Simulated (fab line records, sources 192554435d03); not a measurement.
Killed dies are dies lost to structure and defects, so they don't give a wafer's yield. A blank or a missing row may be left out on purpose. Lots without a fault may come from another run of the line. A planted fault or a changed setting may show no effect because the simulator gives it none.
A struck lot beside a sound one | flow n5_finfet | 25 steps out of a route of 1938
Sound: wafers L750.3, L750.5, L750.6. Struck: wafer L753.3. (L753.1, L753.5 of the same lot were not struck and are left out.) The cause comes at the end.
At each step with rows: each side's tool, then ch and its chambers, then its first start. Under that, the readings that differ: sound wafers | struck wafers | difference of the means | sigmas: that difference in standard deviations of wafers without a fault.
alike: readings whose means differ by less than 2 such deviations, and words and numbers that are the same on both sides. not compared: withheld readings, readings that some wafer has no value for, bounds like >300 that may hide the same value, and numbers for which the record gives no deviation and whose values overlap.
The two part at a step that has a row with sigmas, a row that says differs or no value, or rows on one side only. Numbers that don't overlap but have no deviation are shown without sigmas and don't part them. A reading that every wafer of one side lacks parts them only if that side has two wafers or more.

first, 1 step without rows for these wafers: N5_BEOL_M12_HARDBAKE_32 (time 120 s).
N5_BEOL_M12_CD_MEAS_28: target cd 160.2 nm.
  sound on cd_sem-02 ch 0, day 12 08:02; struck on cd_sem-03 ch 0, day 12 19:58
  alike: cd_nm
N5_BEOL_M12_OVL_MEAS_29:
  sound on overlay-01 ch 0, day 12 08:04; struck on overlay-01 ch 0, day 12 20:00
  alike: M12_OVL
N5_BEOL_M12_INSPECT_30: inspects for defects (macro).
  sound on defect_inspect-01, day 12 08:05; struck on defect_inspect-02, day 12 20:02
  alike: raw_defect_count
N5_BEOL_M12_DESCUM_33: chemistry O2, time 7.9 s.
  sound on rie_diel-01 ch 0,3, day 12 08:07; struck on rie_diel-06 ch 0, day 12 20:14
  reading                     | sound       | struck | difference | sigmas
  drypump_motor_current_A (A) | 5.3 5.2 5.5 | 6.4    | +1.1       | +2
  alike: bias_power_w, oes_product_au, rf_vpp_V, showerhead_plenum_p_Torr, throttle_valve_pct
  not compared: rf_hours_counter_h
then, 1 step without rows for these wafers: N5_BEOL_M12_ETCH_67 (etches SiARC in CF4, target depth 143 nm, time 238.3 s).
N5_BEOL_M12_ETCH_68: etches SOC in N2/H2, time 285 s.
  sound on rie_diel-01 ch 0,3, day 12 08:19; struck on rie_diel-06 ch 0, day 12 20:25
  reading                     | sound       | struck | difference | sigmas
  drypump_motor_current_A (A) | 5.2 5.2 5.5 | 6.4    | +1.1       | +2
  alike: oes_product_au, rf_vpp_V, showerhead_plenum_p_Torr, throttle_valve_pct
  not compared: rf_hours_counter_h
then, 3 steps without rows for these wafers: N5_BEOL_M12_STRIP_69 (strips in N2/H2); N5_BEOL_M12_TRENCH_ETCH_34 (etches SiOC in C4F8/O2/Ar, target depth 318.95 nm, time 125.5 s); N5_BEOL_M12_STRIP_70 (strips in C4F8/O2/Ar).
N5_BEOL_M12_OCD_MEAS_35:
  sound on ocd-01, day 12 08:38; struck on ocd-01, day 12 20:45
  alike: trench_depth_nm
then, 1 step without rows for these wafers: N5_BEOL_M12_STRIP_37 (strips in N2/H2).
N5_BEOL_M12_ETCH_38: etches SiCN in CF4/N2, target depth 68.7 nm, time 73.4 s.
  sound on rie_diel-01 ch 0,1,2, day 12 10:47; struck on rie_diel-06 ch 0, day 12 22:10
  reading                                       | sound             | struck | difference | sigmas
  throttle_valve_pct (%)                        | 15.58 15.25 15.78 | 15.09  | -0.45      | -2
  model.etch.depth_nm (nm)                      | 56.98 58.33 58.45 | 34.61  | -23.31     |
  model.SiOC_of_BEOL_M12_ILD_DEP_00.thk_nm (nm) | 615.4 625.2 620.6 | 629.8  | +9.4       |
  alike: drypump_motor_current_A, oes_product_au, rf_vpp_V, showerhead_plenum_p_Torr
  not compared: rf_hours_counter_h
then, 3 steps without rows for these wafers: N5_BEOL_M12_PRECLEAN_39 (cleans in residue remover, time 60 s); N5_BEOL_M12_SRD_40 (time 30 s, dry time 30 s); N5_BEOL_M12_DEGAS_41 (time 60 s).
N5_BEOL_M12_PRE_CLEAN_42: time 30 s.
  sound on pvd_sputter-02, day 12 11:17; struck on pvd_sputter-01, day 12 22:45
  alike: heater_power_w
then, 1 step without rows for these wafers: N5_BEOL_M12_SPUTTER_43 (material TaN, target thk 15 nm, time 24.19 s).
N5_BEOL_M12_SPUTTER_44: material Ta, target thk 10 nm, time 16.13 s.
  sound on pvd_sputter-02, day 12 11:25; struck on pvd_sputter-01, day 12 22:52
  reading                | sound          | struck | difference | sigmas
  throttle_valve_pct (%) | 28.2 28.0 29.3 | 32.1   | +3.6       | +3
N5_BEOL_M12_SPUTTER_45: material Cu, target thk 80 nm, time 13.33 s.
  sound on pvd_sputter-02, day 12 11:29; struck on pvd_sputter-01, day 12 22:57
  reading                | sound          | struck | difference | sigmas
  throttle_valve_pct (%) | 28.2 28.3 29.1 | 31.7   | +3.2       | +3
then, 2 steps without rows for these wafers: N5_BEOL_M12_ECD_47 (material Cu, target thk 720 nm); N5_BEOL_M12_ANNEAL_48 (time 90 s).
N5_BEOL_M12_CMP_49: polishes, stops on SiOC, t overpolish 20.6 s, target thk 320 nm.
  sound on cmp-04 ch 2,3, day 12 12:09; struck on cmp-01 ch 3, day 12 23:34
  reading                                       | sound             | struck | difference | sigmas
  model.SiOC_of_BEOL_M12_ILD_DEP_00.thk_nm (nm) | 605.4 615.2 610.6 | 619.8  | +9.4       |
  alike: barrier_field_endpoint_s, motor_current_A, overpolish_run_s
  not compared: pad_life_wafers
N5_BEOL_M12_THK_MEAS_50: measures by xrf.
  sound on film_metro-02, day 12 12:24; struck on film_metro-01, day 12 23:49
  alike: M12_THK
N5_PASSIVATION_PROBE_49:
  sound on prober-01, day 13 21:16; struck on prober-02, day 14 13:26
  reading            | sound | struck | difference | sigmas
  killed_at_contacts | 9 5 9 | 26     | +18        | +3
  alike: defect_limited_yield, killed_at_M0_to_M3, killed_at_M4_up, killed_at_front_end, killed_at_other, killed_dies, killed_open, killed_short, sort_bin_5_function, sort_bin_6_memory, sort_n_pass, sort_yield_pct

WHERE THEY PART
First at N5_BEOL_M12_DESCUM_33; last, within this record, at N5_PASSIVATION_PROBE_49.

WHY: what the simulator had put in
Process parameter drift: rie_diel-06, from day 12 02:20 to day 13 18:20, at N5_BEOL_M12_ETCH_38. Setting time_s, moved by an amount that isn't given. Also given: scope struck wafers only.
